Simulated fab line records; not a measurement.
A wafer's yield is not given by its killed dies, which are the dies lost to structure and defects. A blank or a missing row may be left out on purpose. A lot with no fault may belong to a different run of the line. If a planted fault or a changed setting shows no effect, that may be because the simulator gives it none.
Lot-split experiment ; flow n5 finfet ; 21 wafers read from 7 lots, route of 1938 steps

ABOUT THE SPLIT
At N5_STI_FIN_REVEAL_ETCHBACK_08 (etches SiO2 in C4F6/O2, target depth 30.5 nm, time 10.167 s), the setting time s was moved away from the recipe's 10.167 s on 9 of the 21 wafers read, by -14.0% to +21.0%. This setting was run at the recipe's value on the other wafers.

FROM THE SPLIT TO THE READING: what the file shows between them, 3 steps
- N5_STI_FIN_REVEAL_STRIP_24: strips in N2/H2, time 90 s
- N5_STI_FIN_REVEAL_PRECLEAN_25: cleans in SPM, time 90 s
- N5_STI_FIN_REVEAL_SRD_23: time 30 s

THE READING
trench depth nm, in nm, at N5_STI_FIN_REVEAL_FIN_H_MEAS_10. A value of 52.0 nm with a standard deviation of 0.65 nm is what fault-free wafers of this fab line usually give.

wafer;tool, chamber at the split;time s as run, s;against the recipe;trench depth nm, nm;against lot-mates on the recipe
L076.1;rie diel-03, 3,0,2;10.167;recipe;51.7;-
L076.2;rie diel-03, 3,0,2;10.167;recipe;52.1;-
L076.4;rie diel-03, 3,0,2;10.167;recipe;52.2;-
L079.1;rie diel-02, 3;12.15;+19.5%;57.5;+5.5
L079.3;rie diel-02, 0;10.167;recipe;52.1;-
L079.6;rie diel-02, 0;10.167;recipe;51.9;-
L083.3;rie diel-04, 1,3;9.432;-7.2%;50.1;-1.3
L083.5;rie diel-04, 2;10.167;recipe;51.4;-
L083.6;rie diel-04, 1,3;9.432;-7.2%;49.3;-2.1
L088.2;rie diel-03, 0;8.785;-13.6%;48.1;-3.7
L088.3;rie diel-03, 2,3;10.167;recipe;52.0;-
L088.4;rie diel-03, 2,3;10.167;recipe;51.6;-
L091.1;rie diel-02, 0,3,0;12.3;+21.0%;59.0;no lot-mate on the recipe
L091.4;rie diel-02, 0,3,0;12.3;+21.0%;60.8;no lot-mate on the recipe
L091.5;rie diel-02, 0,3,0;12.3;+21.0%;58.5;no lot-mate on the recipe
L096.3;rie diel-04, 1,2;8.744;-14.0%;47.8;-3.8
L096.5;rie diel-04, 0;10.167;recipe;51.6;-
L096.6;rie diel-04, 1,2;8.744;-14.0%;49.4;-2.2
L097.2;rie diel-02, 3,3,2;10.167;recipe;52.0;-
L097.4;rie diel-02, 3,3,2;10.167;recipe;52.5;-
L097.5;rie diel-02, 3,3,2;10.167;recipe;51.2;-
Rows listing several chambers each stand for several wafers; the file does not say which wafer went through which chamber.

THE FIT
A straight line over all 21 wafers: trench depth nm changes by +0.316 nm for each +1% of time s; r = +0.98; the points scatter about the line by 0.75 nm.
The same after taking each lot's own level away (the mean of its wafers on the recipe; 18 wafers): +0.254 nm for each +1%; r = +0.97; scatter 0.47 nm.
The reading moves by 5.3 nm for the largest change in time s, on that fit.
From 51.40 to 52.00 nm: that is the span of the lots' own levels, equal to 0.9 times the standard deviation above.
So the lot-to-lot level changes the slope: the two fits differ.
Check: with one of the wafers moved furthest among these (+19.5%) left out of the fit, the line predicts +4.54 nm for it against its lot-mates. It came out at +5.5 nm against them.

OTHER SPLITS ON THESE WAFERS
Note: prior to the reading, these wafers also went through further splits. Each is held against what the fit with the lots' levels taken away leaves over:
other split on the same wafers;wafers away from the commonest value;r with trench depth nm (lot level and that fit taken away)
N5_PMOS_HMC_CHANNEL_EPI_EXPOSE_06 dose mj;5;+0.46
N5_PMOS_HMC_CHANNEL_EPI_PEB_07 peb temp c;8;+0.26
N5_FIN_CUT_ETCH_21 bias w;5;+0.12

FILE'S OWN FIT
trench depth nm changes by +0.26 nm for each +1% of time s, r = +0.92.
